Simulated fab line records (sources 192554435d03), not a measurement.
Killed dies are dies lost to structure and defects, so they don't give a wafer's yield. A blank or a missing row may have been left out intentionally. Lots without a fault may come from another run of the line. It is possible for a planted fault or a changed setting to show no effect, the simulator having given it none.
Code-filled problem report in 8D (eight disciplines) form / flow n5Finfet / the parts of the form that need people (team, actions taken, sign-off) are left out

== 1. THE ISSUE ==
Across 3 wafers from 3 lots, MD_CAP_THK at N5_MOL_CONTACT_COAG_THK_MEAS_29 averages 10.11 nm, while fault-free wafers read 17.91 nm with a standard deviation of 0.08. Relative to the usual mean, that is a shift of -98 standard deviations.
The first sign was on wafer L197.1 at day 7 03:43, on filmMetro-01. At this step, 22 wafers from 8 lots have a number in the record. Rule for "out" (also "out of limits"): further than 4 standard deviations from the usual mean. The rest of the wafers with a number are treated as sound.

== 2. WHAT IT IS; WHAT IT IS NOT ==
question=which readings at this step | is=MD_CAP_THK | is not=-
question=which lots | is=L197, L199, L200 | is not=L189, L190, L201, L203, L211
question=which wafers of those lots | is=L197.1, L199.1, L200.6 | is not=L197.4, L199.4, L200.2, L200.5
question=read on which gauges | is=filmMetro-01 | is not=filmMetro-02
question=when | is=from day 7 03:43 | is not=up to then (7 sound wafers); but 12 sound wafers of L199, L200, L201, L203, L211 came after

== 3. SUSPECTS, AND WHAT RULES EACH OUT ==
Counting: any tool at a process step up to the reading remains a suspect provided it ran every lot that is out. Sound lots after the first of them don't rule it out here, since some wafers of a struck lot are sound.
- the gauge at N5_MOL_CONTACT_COAG_THK_MEAS_29 is ruled out. All the wafers that are out were read on filmMetro-01, but those of them that N5_MOL_CONTACT_COAG_ETCH_47 has rows for are out there too, on other tools.
- aldSin-03 at N5_GATE_CUT_SAC_CAP_01 (material SiNx, target thk 24 nm, pulse time 1 s, ald cycles 480): kept. It ran every lot that is out, first L197 (day 6 10:13); its last sound lot up to then is L190 (day 4 21:07).
- In aldSin-03 at N5_GATE_CUT_SAC_CAP_01, the wafers that are out were processed in chamber 2 and their sound lot-mates in chambers 0, 1, 3.
Remaining after the count: aldSin-03 at N5_GATE_CUT_SAC_CAP_01.

== 4. THE CAUSE (what the simulator had put in) ==
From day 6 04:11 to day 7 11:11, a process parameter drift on aldSin-03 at N5_GATE_CUT_SAC_CAP_01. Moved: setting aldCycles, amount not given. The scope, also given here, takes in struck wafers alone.
Only this tool survived the counting.

== 5. THE CHAIN OF EFFECTS, in route order ==
Each row: a reading whose mean over the struck wafers that have a number lies more than 3 standard deviations from the usual. Readings are gone through only where the record gives a usual standard deviation; hours: the median, over the lots, of the time from a lot's start at the first step in this table giving one to that lot's start at this step; sigmas: the change measured in usual standard deviations.
hours=0; step=N5_MOL_CONTACT_COAG_THK_MEAS_29; reading=MD_CAP_THK; usual=17.91 nm; on struck wafers=10.11; change=-7.80; sigmas=-98
hours=2; step=N5_MOL_CONTACT_COAG_ETCH_47; reading=etchRfOnTimeS; usual=31.2 s; on struck wafers=17.9; change=-13.3; sigmas=-28
The process steps in it:
- N5_MOL_CONTACT_COAG_ETCH_47: etches SiNx in CH3F/O2, stops on W, target depth 27 nm.
At these later measuring or inspecting steps, every struck wafer for which the step has a row has a number for every such reading, and none has moved that far: N5_BEOL_M4_RC_MEAS_101.

== 6. WHAT WOULD HAVE CAUGHT IT SOONER ==
Counted from the fault's start at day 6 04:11, it took 24 hours until the first out-of-limits reading at a measuring or inspecting step in this record, taken at day 7 03:43.
Tool readings at N5_GATE_CUT_SAC_CAP_01 with a usual standard deviation given in the record: none out on any struck wafer, hence no alarm at a limit of 4 standard deviations on them.
Lots out: 3; of these, L200 started N5_GATE_CUT_SAC_CAP_01 on aldSin-03 after day 7 03:43. It would have been spared by a hold on the tool at that moment.
